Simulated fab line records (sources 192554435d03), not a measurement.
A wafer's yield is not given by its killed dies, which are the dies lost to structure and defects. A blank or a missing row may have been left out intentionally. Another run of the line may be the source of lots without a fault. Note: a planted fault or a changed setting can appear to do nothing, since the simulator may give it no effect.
The tool behind it: which one? / flow n5_finfet / Sampling: 24 lots, 72 wafers, 5 of 1938 route steps

WHAT THE GAUGES SHOWED, per wafer
N5_MOL_CONTACT_COAG_INSPECT_10: inspects for defects (brightfield).
lot=L074; measured=day 4 18:46; on=defect_inspect-01; raw_defect_count=77 62 95
lot=L075; measured=day 5 01:47; on=defect_inspect-01; raw_defect_count=93 57 65
lot=L076; measured=day 5 06:10; on=defect_inspect-01; raw_defect_count=74 40 50
lot=L077; measured=day 5 14:12; on=defect_inspect-02; raw_defect_count=85 62 81
lot=L078; measured=day 5 19:33; on=defect_inspect-02; raw_defect_count=48 85 42
lot=L079; measured=day 6 01:53; on=defect_inspect-01; raw_defect_count=57 55 41
lot=L080; measured=day 6 05:40; on=defect_inspect-01; raw_defect_count=37 55 67
lot=L081; measured=day 6 15:06; on=defect_inspect-01; raw_defect_count=33 41 31
lot=L082; measured=day 6 18:22; on=defect_inspect-01; raw_defect_count=36 62 41
lot=L083; measured=day 6 22:46; on=defect_inspect-01; raw_defect_count=55 38 78
lot=L084; measured=day 7 06:25; on=defect_inspect-01; raw_defect_count=67 48 71
lot=L085; measured=day 7 11:00; on=defect_inspect-01; raw_defect_count=35 49 49
lot=L086; measured=day 7 22:34; on=defect_inspect-02; raw_defect_count=81 129 54
lot=L087; measured=day 8 00:56; on=defect_inspect-02; raw_defect_count=46 52 84
lot=L088; measured=day 8 06:15; on=defect_inspect-01; raw_defect_count=33 60 105
lot=L089; measured=day 8 15:33; on=defect_inspect-01; raw_defect_count=60 73 81
lot=L090; measured=day 8 17:32; on=defect_inspect-01; raw_defect_count=46 85 93
lot=L091; measured=day 9 01:48; on=defect_inspect-01; raw_defect_count=46 67 45
lot=L092; measured=day 9 03:17; on=defect_inspect-02; raw_defect_count=64 125 56
lot=L093; measured=day 9 09:36; on=defect_inspect-02; raw_defect_count=44 51 27
lot=L094; measured=day 9 17:16; on=defect_inspect-02; raw_defect_count=53 50 63
lot=L095; measured=day 9 21:31; on=defect_inspect-02; raw_defect_count=51 108 53
lot=L096; measured=day 10 05:58; on=defect_inspect-02; raw_defect_count=62 67 70
lot=L097; measured=day 10 08:30; on=defect_inspect-01; raw_defect_count=60 117 77

N5_MOL_CONTACT_COAG_THK_MEAS_29.
lot=L074; measured=day 5 03:59; on=film_metro-01; MD_CAP_THK (nm)=17.90 17.85 17.89
lot=L075; measured=day 5 09:20; on=film_metro-01; MD_CAP_THK (nm)=17.98 18.04 18.00
lot=L076; measured=day 5 17:03; on=film_metro-01; MD_CAP_THK (nm)=17.88 17.87 17.84
lot=L077; measured=day 5 21:51; on=film_metro-02; MD_CAP_THK (nm)=17.93 17.87 17.83
lot=L078; measured=day 6 04:11; on=film_metro-02; MD_CAP_THK (nm)=17.79 17.73 17.84
lot=L079; measured=day 6 10:37; on=film_metro-02; MD_CAP_THK (nm)=17.91 17.96 17.83
lot=L080; measured=day 6 14:11; on=film_metro-02; MD_CAP_THK (nm)=17.81 17.79 17.72
lot=L081; measured=day 7 01:25; on=film_metro-02; MD_CAP_THK (nm)=17.78 17.83 17.81
lot=L082; measured=day 7 05:43; on=film_metro-02; MD_CAP_THK (nm)=17.74 17.92 17.89
lot=L083; measured=day 7 08:16; on=film_metro-01; MD_CAP_THK (nm)=17.77 17.89 17.98
lot=L084; measured=day 7 16:57; on=film_metro-02; MD_CAP_THK (nm)=17.94 18.13 18.10
lot=L085; measured=day 7 20:29; on=film_metro-02; MD_CAP_THK (nm)=17.82 17.87 17.82
lot=L086; measured=day 8 07:03; on=film_metro-02; MD_CAP_THK (nm)=17.85 17.86 17.98
lot=L087; measured=day 8 09:40; on=film_metro-02; MD_CAP_THK (nm)=17.98 17.89 17.98
lot=L088; measured=day 8 15:32; on=film_metro-02; MD_CAP_THK (nm)=17.92 17.82 17.85
lot=L089; measured=day 9 01:11; on=film_metro-01; MD_CAP_THK (nm)=17.99 17.78 17.78
lot=L090; measured=day 9 03:49; on=film_metro-01; MD_CAP_THK (nm)=17.96 18.13 17.90
lot=L091; measured=day 9 10:18; on=film_metro-02; MD_CAP_THK (nm)=17.97 17.86 17.97
lot=L092; measured=day 9 10:31; on=film_metro-01; MD_CAP_THK (nm)=18.00 17.99 17.93
lot=L093; measured=day 9 17:02; on=film_metro-01; MD_CAP_THK (nm)=17.91 17.98 17.86
lot=L094; measured=day 10 01:44; on=film_metro-01; MD_CAP_THK (nm)=18.01 17.97 17.92
lot=L095; measured=day 10 06:42; on=film_metro-01; MD_CAP_THK (nm)=17.90 18.00 17.69
lot=L096; measured=day 10 13:02; on=film_metro-02; MD_CAP_THK (nm)=17.95 18.00 17.87
lot=L097; measured=day 10 16:20; on=film_metro-01; MD_CAP_THK (nm)=18.05 17.97 17.97

N5_MOL_CONTACT_COAG_CD_MEAS_137: target cd 16 nm.
lot=L074; measured=day 5 06:17; on=cd_sem-03; cd_nm (nm)=15.6 16.1 16.0
lot=L075; measured=day 5 11:40; on=cd_sem-03; cd_nm (nm)=15.5 15.7 16.3
lot=L076; measured=day 5 18:59; on=cd_sem-03; cd_nm (nm)=15.4 16.4 15.6
lot=L077; measured=day 6 00:29; on=cd_sem-01; cd_nm (nm)=16.2 16.6 16.6
lot=L078; measured=day 6 06:24; on=cd_sem-03; cd_nm (nm)=16.2 16.2 16.3
lot=L079; measured=day 6 12:37; on=cd_sem-03; cd_nm (nm)=15.8 15.9 16.5
lot=L080; measured=day 6 16:15; on=cd_sem-02; cd_nm (nm)=15.9 15.6 16.2
lot=L081; measured=day 7 04:01; on=cd_sem-03; cd_nm (nm)=16.3 15.8 16.1
lot=L082; measured=day 7 07:40; on=cd_sem-03; cd_nm (nm)=16.1 16.4 15.7
lot=L083; measured=day 7 10:34; on=cd_sem-01; cd_nm (nm)=16.0 15.9 16.1
lot=L084; measured=day 7 20:50; on=cd_sem-01; cd_nm (nm)=15.7 16.4 16.0
lot=L085; measured=day 7 22:58; on=cd_sem-03; cd_nm (nm)=15.6 15.8 15.8
lot=L086; measured=day 8 09:19; on=cd_sem-01; cd_nm (nm)=15.7 15.7 15.4
lot=L087; measured=day 8 12:17; on=cd_sem-02; cd_nm (nm)=16.2 15.9 16.2
lot=L088; measured=day 8 17:55; on=cd_sem-02; cd_nm (nm)=15.7 15.8 15.3
lot=L089; measured=day 9 03:14; on=cd_sem-02; cd_nm (nm)=15.9 15.6 16.2
lot=L090; measured=day 9 05:46; on=cd_sem-02; cd_nm (nm)=15.9 16.3 15.9
lot=L091; measured=day 9 12:16; on=cd_sem-03; cd_nm (nm)=15.5 15.6 15.9
lot=L092; measured=day 9 12:36; on=cd_sem-01; cd_nm (nm)=15.6 15.7 15.6
lot=L093; measured=day 9 19:01; on=cd_sem-03; cd_nm (nm)=16.0 16.1 16.3
lot=L094; measured=day 10 04:36; on=cd_sem-03; cd_nm (nm)=15.8 16.0 15.8
lot=L095; measured=day 10 08:38; on=cd_sem-01; cd_nm (nm)=17.1 16.4 15.9
lot=L096; measured=day 10 14:58; on=cd_sem-03; cd_nm (nm)=16.1 15.9 15.8
lot=L097; measured=day 10 18:23; on=cd_sem-03; cd_nm (nm)=15.8 16.6 15.7

WHAT TOOL EACH LOT RAN ON (gives the tool, then ch and the chambers of the sampled wafers, and finally the start)
lot=L074; N5_MOL_CONTACT_COAG_ETCH_105=rie_diel-01 ch 1,2,3, day 4 18:53; N5_MOL_CONTACT_COAG_CMP_28=cmp-04 ch 1,2,3, day 5 03:41
lot=L075; N5_MOL_CONTACT_COAG_ETCH_105=rie_diel-01 ch 0,1,2, day 5 01:55; N5_MOL_CONTACT_COAG_CMP_28=cmp-01 ch 2,3, day 5 09:04
lot=L076; N5_MOL_CONTACT_COAG_ETCH_105=rie_diel-03 ch 0,1,3, day 5 06:16; N5_MOL_CONTACT_COAG_CMP_28=cmp-03 ch 1,2,3, day 5 16:46
lot=L077; N5_MOL_CONTACT_COAG_ETCH_105=rie_diel-01 ch 0,1,2, day 5 14:17; N5_MOL_CONTACT_COAG_CMP_28=cmp-01 ch 0,1, day 5 21:36
lot=L078; N5_MOL_CONTACT_COAG_ETCH_105=rie_diel-06 ch 1,3, day 5 19:38; N5_MOL_CONTACT_COAG_CMP_28=cmp-03 ch 2,3, day 6 03:54
lot=L079; N5_MOL_CONTACT_COAG_ETCH_105=rie_diel-06 ch 1,2,3, day 6 02:08; N5_MOL_CONTACT_COAG_CMP_28=cmp-01 ch 0,2,3, day 6 10:22
lot=L080; N5_MOL_CONTACT_COAG_ETCH_105=rie_diel-06 ch 0,2,3, day 6 06:07; N5_MOL_CONTACT_COAG_CMP_28=cmp-03 ch 1,2,3, day 6 13:53
lot=L081; N5_MOL_CONTACT_COAG_ETCH_105=rie_diel-03 ch 1,2, day 6 15:20; N5_MOL_CONTACT_COAG_CMP_28=cmp-04 ch 1,2, day 7 01:09
lot=L082; N5_MOL_CONTACT_COAG_ETCH_105=rie_diel-06 ch 2,3, day 6 18:29; N5_MOL_CONTACT_COAG_CMP_28=cmp-04 ch 0,1,3, day 7 05:28
lot=L083; N5_MOL_CONTACT_COAG_ETCH_105=rie_diel-06 ch 0,3, day 6 22:56; N5_MOL_CONTACT_COAG_CMP_28=cmp-03 ch 2,3, day 7 07:58
lot=L084; N5_MOL_CONTACT_COAG_ETCH_105=rie_diel-01 ch 1,2, day 7 06:30; N5_MOL_CONTACT_COAG_CMP_28=cmp-04 ch 1,2,3, day 7 16:41
lot=L085; N5_MOL_CONTACT_COAG_ETCH_105=rie_diel-06 ch 0,2,3, day 7 11:05; N5_MOL_CONTACT_COAG_CMP_28=cmp-03 ch 2,3, day 7 20:11
lot=L086; N5_MOL_CONTACT_COAG_ETCH_105=rie_diel-06 ch 1,2, day 7 22:50; N5_MOL_CONTACT_COAG_CMP_28=cmp-01 ch 0,3, day 8 06:47
lot=L087; N5_MOL_CONTACT_COAG_ETCH_105=rie_diel-06 ch 0,1,3, day 8 01:17; N5_MOL_CONTACT_COAG_CMP_28=cmp-01 ch 1,2, day 8 09:24
lot=L088; N5_MOL_CONTACT_COAG_ETCH_105=rie_diel-03 ch 0,1,2, day 8 06:26; N5_MOL_CONTACT_COAG_CMP_28=cmp-01 ch 0,3, day 8 15:14
lot=L089; N5_MOL_CONTACT_COAG_ETCH_105=rie_diel-06 ch 0,1,3, day 8 15:38; N5_MOL_CONTACT_COAG_CMP_28=cmp-03 ch 0,2,3, day 9 00:54
lot=L090; N5_MOL_CONTACT_COAG_ETCH_105=rie_diel-06 ch 0,1, day 8 17:49; N5_MOL_CONTACT_COAG_CMP_28=cmp-01 ch 0,1, day 9 03:31
lot=L091; N5_MOL_CONTACT_COAG_ETCH_105=rie_diel-01 ch 0,1,3, day 9 02:02; N5_MOL_CONTACT_COAG_CMP_28=cmp-04 ch 0,2,3, day 9 10:01
lot=L092; N5_MOL_CONTACT_COAG_ETCH_105=rie_diel-01 ch 0,1,3, day 9 03:29; N5_MOL_CONTACT_COAG_CMP_28=cmp-03 ch 0,2, day 9 10:13
lot=L093; N5_MOL_CONTACT_COAG_ETCH_105=rie_diel-06 ch 1,3, day 9 09:41; N5_MOL_CONTACT_COAG_CMP_28=cmp-03 ch 1,2,3, day 9 16:49
lot=L094; N5_MOL_CONTACT_COAG_ETCH_105=rie_diel-06 ch 1,2,3, day 9 17:22; N5_MOL_CONTACT_COAG_CMP_28=cmp-04 ch 0,1,3, day 10 01:31
lot=L095; N5_MOL_CONTACT_COAG_ETCH_105=rie_diel-01 ch 1,3, day 9 21:36; N5_MOL_CONTACT_COAG_CMP_28=cmp-04 ch 0,1,3, day 10 06:26
lot=L096; N5_MOL_CONTACT_COAG_ETCH_105=rie_diel-01 ch 1,3, day 10 06:04; N5_MOL_CONTACT_COAG_CMP_28=cmp-03 ch 1,2,3, day 10 12:44
lot=L097; N5_MOL_CONTACT_COAG_ETCH_105=rie_diel-06 ch 0,3, day 10 08:36; N5_MOL_CONTACT_COAG_CMP_28=cmp-03 ch 0,1,2, day 10 16:07
- N5_MOL_CONTACT_COAG_ETCH_105: etches SiARC in CF4, target depth 15.6 nm, time 26 s.
- N5_MOL_CONTACT_COAG_CMP_28: polishes, stops on SiNx, t overpolish 0.85 s, target thk 14.522 nm.

AS READ BY THE TOOLS THEMSELVES (means over the sampled wafers that have a number; for cases with no such wafer, the mark the record gives instead)
N5_MOL_CONTACT_COAG_ETCH_105.
lot=L074; tool=rie_diel-01; drypump_motor_current_A (A)=5.7; etch_rf_on_time_s (s)=25.5; oes_product_au (a.u.)=0.68; rf_vpp_V (V)=184.2; showerhead_plenum_p_Torr (Torr)=2.14; throttle_valve_pct (%)=15.56
lot=L075; tool=rie_diel-01; drypump_motor_current_A (A)=6.1; etch_rf_on_time_s (s)=25.8; oes_product_au (a.u.)=0.67; rf_vpp_V (V)=184.7; showerhead_plenum_p_Torr (Torr)=2.16; throttle_valve_pct (%)=15.62
lot=L076; tool=rie_diel-03; drypump_motor_current_A (A)=5.9; etch_rf_on_time_s (s)=26.0; oes_product_au (a.u.)=0.67; rf_vpp_V (V)=183.1; showerhead_plenum_p_Torr (Torr)=2.14; throttle_valve_pct (%)=15.73
lot=L077; tool=rie_diel-01; drypump_motor_current_A (A)=6.1; etch_rf_on_time_s (s)=25.9; oes_product_au (a.u.)=0.66; rf_vpp_V (V)=184.1; showerhead_plenum_p_Torr (Torr)=2.16; throttle_valve_pct (%)=15.63
lot=L078; tool=rie_diel-06; drypump_motor_current_A (A)=5.8; etch_rf_on_time_s (s)=24.5; oes_product_au (a.u.)=0.72; rf_vpp_V (V)=183.6; showerhead_plenum_p_Torr (Torr)=2.19; throttle_valve_pct (%)=15.73
lot=L079; tool=rie_diel-06; drypump_motor_current_A (A)=5.8; etch_rf_on_time_s (s)=25.4; oes_product_au (a.u.)=0.69; rf_vpp_V (V)=184.8; showerhead_plenum_p_Torr (Torr)=2.21; throttle_valve_pct (%)=15.72
lot=L080; tool=rie_diel-06; drypump_motor_current_A (A)=5.5; etch_rf_on_time_s (s)=25.6; oes_product_au (a.u.)=0.65; rf_vpp_V (V)=185.5; showerhead_plenum_p_Torr (Torr)=2.19; throttle_valve_pct (%)=15.81
lot=L081; tool=rie_diel-03; drypump_motor_current_A (A)=5.5; etch_rf_on_time_s (s)=26.4; oes_product_au (a.u.)=0.78; rf_vpp_V (V)=185.2; showerhead_plenum_p_Torr (Torr)=2.15; throttle_valve_pct (%)=15.48
lot=L082; tool=rie_diel-06; drypump_motor_current_A (A)=5.6; etch_rf_on_time_s (s)=25.8; oes_product_au (a.u.)=0.61; rf_vpp_V (V)=184.4; showerhead_plenum_p_Torr (Torr)=2.18; throttle_valve_pct (%)=15.93
lot=L083; tool=rie_diel-06; drypump_motor_current_A (A)=5.5; etch_rf_on_time_s (s)=25.1; oes_product_au (a.u.)=0.68; rf_vpp_V (V)=184.9; showerhead_plenum_p_Torr (Torr)=2.17; throttle_valve_pct (%)=15.85
lot=L084; tool=rie_diel-01; drypump_motor_current_A (A)=6.0; etch_rf_on_time_s (s)=25.5; oes_product_au (a.u.)=0.71; rf_vpp_V (V)=183.7; showerhead_plenum_p_Torr (Torr)=2.15; throttle_valve_pct (%)=15.43
lot=L085; tool=rie_diel-06; drypump_motor_current_A (A)=5.4; etch_rf_on_time_s (s)=25.9; oes_product_au (a.u.)=0.64; rf_vpp_V (V)=184.5; showerhead_plenum_p_Torr (Torr)=2.19; throttle_valve_pct (%)=15.84
lot=L086; tool=rie_diel-06; drypump_motor_current_A (A)=5.8; etch_rf_on_time_s (s)=25.7; oes_product_au (a.u.)=0.71; rf_vpp_V (V)=184.9; showerhead_plenum_p_Torr (Torr)=2.25; throttle_valve_pct (%)=15.51
lot=L087; tool=rie_diel-06; drypump_motor_current_A (A)=5.6; etch_rf_on_time_s (s)=25.6; oes_product_au (a.u.)=0.70; rf_vpp_V (V)=184.8; showerhead_plenum_p_Torr (Torr)=2.21; throttle_valve_pct (%)=15.65
lot=L088; tool=rie_diel-03; drypump_motor_current_A (A)=5.7; etch_rf_on_time_s (s)=26.2; oes_product_au (a.u.)=0.76; rf_vpp_V (V)=184.0; showerhead_plenum_p_Torr (Torr)=2.15; throttle_valve_pct (%)=15.56
lot=L089; tool=rie_diel-06; drypump_motor_current_A (A)=5.6; etch_rf_on_time_s (s)=25.7; oes_product_au (a.u.)=0.70; rf_vpp_V (V)=185.1; showerhead_plenum_p_Torr (Torr)=2.21; throttle_valve_pct (%)=15.66
lot=L090; tool=rie_diel-06; drypump_motor_current_A (A)=5.7; etch_rf_on_time_s (s)=26.1; oes_product_au (a.u.)=0.73; rf_vpp_V (V)=184.8; showerhead_plenum_p_Torr (Torr)=2.26; throttle_valve_pct (%)=15.41
lot=L091; tool=rie_diel-01; drypump_motor_current_A (A)=6.1; etch_rf_on_time_s (s)=25.4; oes_product_au (a.u.)=0.72; rf_vpp_V (V)=184.2; showerhead_plenum_p_Torr (Torr)=2.15; throttle_valve_pct (%)=15.48
lot=L092; tool=rie_diel-01; drypump_motor_current_A (A)=6.2; etch_rf_on_time_s (s)=25.6; oes_product_au (a.u.)=0.72; rf_vpp_V (V)=184.3; showerhead_plenum_p_Torr (Torr)=2.15; throttle_valve_pct (%)=15.47
lot=L093; tool=rie_diel-06; drypump_motor_current_A (A)=5.8; etch_rf_on_time_s (s)=24.7; oes_product_au (a.u.)=0.69; rf_vpp_V (V)=184.5; showerhead_plenum_p_Torr (Torr)=2.18; throttle_valve_pct (%)=15.81
lot=L094; tool=rie_diel-06; drypump_motor_current_A (A)=5.8; etch_rf_on_time_s (s)=25.1; oes_product_au (a.u.)=0.76; rf_vpp_V (V)=184.4; showerhead_plenum_p_Torr (Torr)=2.20; throttle_valve_pct (%)=15.60
lot=L095; tool=rie_diel-01; drypump_motor_current_A (A)=5.8; etch_rf_on_time_s (s)=25.6; oes_product_au (a.u.)=0.64; rf_vpp_V (V)=183.5; showerhead_plenum_p_Torr (Torr)=2.13; throttle_valve_pct (%)=15.61
lot=L096; tool=rie_diel-01; drypump_motor_current_A (A)=6.1; etch_rf_on_time_s (s)=25.7; oes_product_au (a.u.)=0.67; rf_vpp_V (V)=184.0; showerhead_plenum_p_Torr (Torr)=2.14; throttle_valve_pct (%)=15.44
lot=L097; tool=rie_diel-06; drypump_motor_current_A (A)=5.5; etch_rf_on_time_s (s)=25.5; oes_product_au (a.u.)=0.64; rf_vpp_V (V)=183.8; showerhead_plenum_p_Torr (Torr)=2.16; throttle_valve_pct (%)=15.92

N5_MOL_CONTACT_COAG_CMP_28.
lot=L074; tool=cmp-04; edge_zone_pressure_frac=0.998; motor_current_A (A)=12.1; time_to_endpoint_s (s)=5.0
lot=L075; tool=cmp-01; edge_zone_pressure_frac=0.996; motor_current_A (A)=11.1; time_to_endpoint_s (s)=6.0
lot=L076; tool=cmp-03; edge_zone_pressure_frac=1.004; motor_current_A (A)=12.6; time_to_endpoint_s (s)=4.1
lot=L077; tool=cmp-01; edge_zone_pressure_frac=1.003; motor_current_A (A)=13.9; time_to_endpoint_s (s)=3.3
lot=L078; tool=cmp-03; edge_zone_pressure_frac=1.000; motor_current_A (A)=12.4; time_to_endpoint_s (s)=4.4
lot=L079; tool=cmp-01; edge_zone_pressure_frac=0.998; motor_current_A (A)=12.1; time_to_endpoint_s (s)=3.1
lot=L080; tool=cmp-03; edge_zone_pressure_frac=0.999; motor_current_A (A)=12.8; time_to_endpoint_s (s)=6.9
lot=L081; tool=cmp-04; edge_zone_pressure_frac=1.000; motor_current_A (A)=11.9; time_to_endpoint_s (s)=6.4
lot=L082; tool=cmp-04; edge_zone_pressure_frac=1.000; motor_current_A (A)=11.7; time_to_endpoint_s (s)=4.9
lot=L083; tool=cmp-03; edge_zone_pressure_frac=0.996; motor_current_A (A)=12.3; time_to_endpoint_s (s)=6.4
lot=L084; tool=cmp-04; edge_zone_pressure_frac=0.999; motor_current_A (A)=12.1; time_to_endpoint_s (s)=6.3
lot=L085; tool=cmp-03; edge_zone_pressure_frac=1.002; motor_current_A (A)=12.4; time_to_endpoint_s (s)=5.6
lot=L086; tool=cmp-01; edge_zone_pressure_frac=1.001; motor_current_A (A)=12.3; time_to_endpoint_s (s)=4.8
lot=L087; tool=cmp-01; edge_zone_pressure_frac=1.006; motor_current_A (A)=13.0; time_to_endpoint_s (s)=3.7
lot=L088; tool=cmp-01; edge_zone_pressure_frac=1.002; motor_current_A (A)=12.6; time_to_endpoint_s (s)=7.6
lot=L089; tool=cmp-03; edge_zone_pressure_frac=0.998; motor_current_A (A)=12.0; time_to_endpoint_s (s)=5.7
lot=L090; tool=cmp-01; edge_zone_pressure_frac=1.002; motor_current_A (A)=13.3; time_to_endpoint_s (s)=5.3
lot=L091; tool=cmp-04; edge_zone_pressure_frac=1.000; motor_current_A (A)=12.5; time_to_endpoint_s (s)=4.6
lot=L092; tool=cmp-03; edge_zone_pressure_frac=1.001; motor_current_A (A)=12.3; time_to_endpoint_s (s)=7.2
lot=L093; tool=cmp-03; edge_zone_pressure_frac=1.003; motor_current_A (A)=12.5; time_to_endpoint_s (s)=6.2
lot=L094; tool=cmp-04; edge_zone_pressure_frac=1.001; motor_current_A (A)=12.4; time_to_endpoint_s (s)=3.1
lot=L095; tool=cmp-04; edge_zone_pressure_frac=1.000; motor_current_A (A)=12.3; time_to_endpoint_s (s)=6.9
lot=L096; tool=cmp-03; edge_zone_pressure_frac=0.993; motor_current_A (A)=12.6; time_to_endpoint_s (s)=7.6
lot=L097; tool=cmp-03; edge_zone_pressure_frac=1.001; motor_current_A (A)=12.2; time_to_endpoint_s (s)=5.4

THE ANSWER, worked out from the rows above alone
Rule: the usual values come from the lots themselves. The widest of any qualifying gaps counts: lots, ordered by their means at a reading, are off when they make up no more than a third of the lots, leave a main group of 4 or more, and stand apart from it by 3 or more times the standard deviation of that group's means. The tables above print the reading to a certain number of digits; a main group whose means all agree to those digits is not used. A lot without any number at a reading at which 4 lots or more have one is off too. Any other lot the step has rows for is counted as sound. First the gauges in route order, then the tools' own readings, where a lot's mean is used as printed above. The first step at which some lot is off is used, and at that step the reading that is off furthest; a lot without a number counts as furthest.
Across all readings shown, no lot is off: no conclusion can be drawn from this.

WHAT THE SIMULATOR PUT IN
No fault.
